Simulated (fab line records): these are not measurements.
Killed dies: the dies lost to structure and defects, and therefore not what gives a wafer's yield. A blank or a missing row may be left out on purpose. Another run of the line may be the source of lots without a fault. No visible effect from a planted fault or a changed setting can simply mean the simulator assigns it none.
2 desks, one fault | flow n5_finfet | each desk has only its own numbers; what lay behind them comes last

## THE TOOL OWNER'S DESK: arfi_scanner-03
The tool's own readings at N5_HKMG_FIN_EXPOSE_46 (exposes mask NDIPOLE): means of the sampled wafers that have a number, for each lot that ran on this tool. If a lot's mean is further than 4 standard deviations from the usual mean, the lot is out of limits and carries the mark OUT (the distance appears in the brackets).
Columns: A = exposure_dose_mJ_cm2 at N5_HKMG_FIN_EXPOSE_46, usual 39.97; B = stage_vel_mm_s at N5_HKMG_FIN_EXPOSE_46, usual 499.95 mm/s
lot  | first seen here | A               | B
L980 | day 4 11:23     | 39.90           | 500.16
L985 | day 5 17:50     | 39.95           | 500.00
L991 | day 7 13:19     | 36.02 (-78) OUT | 500.08
L993 | day 8 02:09     | 37.44 (-50) OUT | 500.15
This desk's finding: out of limits on L991, L993; first on L991, day 7 13:19 (exposure_dose_mJ_cm2 at N5_HKMG_FIN_EXPOSE_46). In limits: L980, L985.

## AT THE METROLOGY DESK
Lot by lot, what the gauges showed, no matter which tool ran the lot: averages of those sampled wafers that carry a number. If a lot's mean is further than 4 standard deviations from the usual mean, the lot is out of limits and carries the mark OUT (the distance appears in the brackets). Readings shown: 7 out of 11 (the first out of limits, and those lying furthest out on some lot).
Columns: A = cd_nm at N5_HKMG_FIN_CD_MEAS_49, usual 201.8 nm; B = DIBL_N at N5_BEOL_M4_RC_MEAS_101, usual 36.1 mV/V; C = DIBL_P at N5_BEOL_M4_RC_MEAS_101, usual 36.3 mV/V; D = IOFF_N at N5_BEOL_M4_RC_MEAS_101, usual 0.15 nA/um; E = IOFF_P at N5_BEOL_M4_RC_MEAS_101, usual 0.21 nA/um; F = ION_P at N5_BEOL_M4_RC_MEAS_101, usual 463 uA/um; G = SS_P at N5_BEOL_M4_RC_MEAS_101, usual 73.2 mV/dec
lot  | first seen here | A                | B    | C    | D    | E    | F   | G
L980 | day 4 11:30     | 202.9            | 35.0 | 36.5 | 0.15 | 0.23 | 482 | 73.1
L982 | day 5 00:02     | 202.9            | 35.7 | 37.3 | 0.15 | 0.22 | 461 | 73.1
L985 | day 5 17:57     | 202.3            | 34.8 | 35.0 | 0.15 | 0.20 | 461 | 73.0
L991 | day 7 13:26     | 194.3 (-6.3) OUT | 36.1 | 36.7 | 0.16 | 0.24 | 469 | 74.1
L993 | day 8 02:17     | 198.0            | 36.4 | 36.3 | 0.17 | 0.24 | 472 | 72.8
L995 | day 8 12:26     | 202.1            | 35.7 | 35.6 | 0.15 | 0.22 | 471 | 73.0
L996 | day 8 17:23     | 200.6            | 41.1 | 42.0 | 0.23 | 0.29 | 464 | 74.8
L997 | day 8 20:09     | 202.2            | 36.8 | 38.0 | 0.16 | 0.20 | 462 | 73.3
L998 | day 9 04:12     | 200.0            | 34.8 | 35.9 | 0.14 | 0.20 | 464 | 73.4
L101 | day 9 19:05     | 200.3            | 37.0 | 36.1 | 0.16 | 0.23 | 470 | 73.4
This desk's finding: out of limits on L991; first on L991, day 7 13:26 (cd_nm at N5_HKMG_FIN_CD_MEAS_49). In limits: L980, L982, L985, L993, L995, L996, L997, L998, L101.

## TAKEN TOGETHER
An alarm could have come from the tool owner's desk at day 7 13:19, on L991, L993.
On L991, the metrology desk was in a position to raise an alarm at day 7 13:26.
The metrology desk holds a record of L993, inside its limits.
The lots listed all ran N5_HKMG_FIN_EXPOSE_46 on arfi_scanner-03.

## WHAT THE SIMULATOR HAD PUT IN
Drift in process parameters on arfi_scanner-03 at N5_HKMG_FIN_EXPOSE_46, starting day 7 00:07. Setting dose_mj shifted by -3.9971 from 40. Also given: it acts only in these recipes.
Shown lots that were struck: L991, L993.
Hours from the fault's start to each desk's first reading out of limits: the tool owner's desk, 13; the metrology desk, 13.
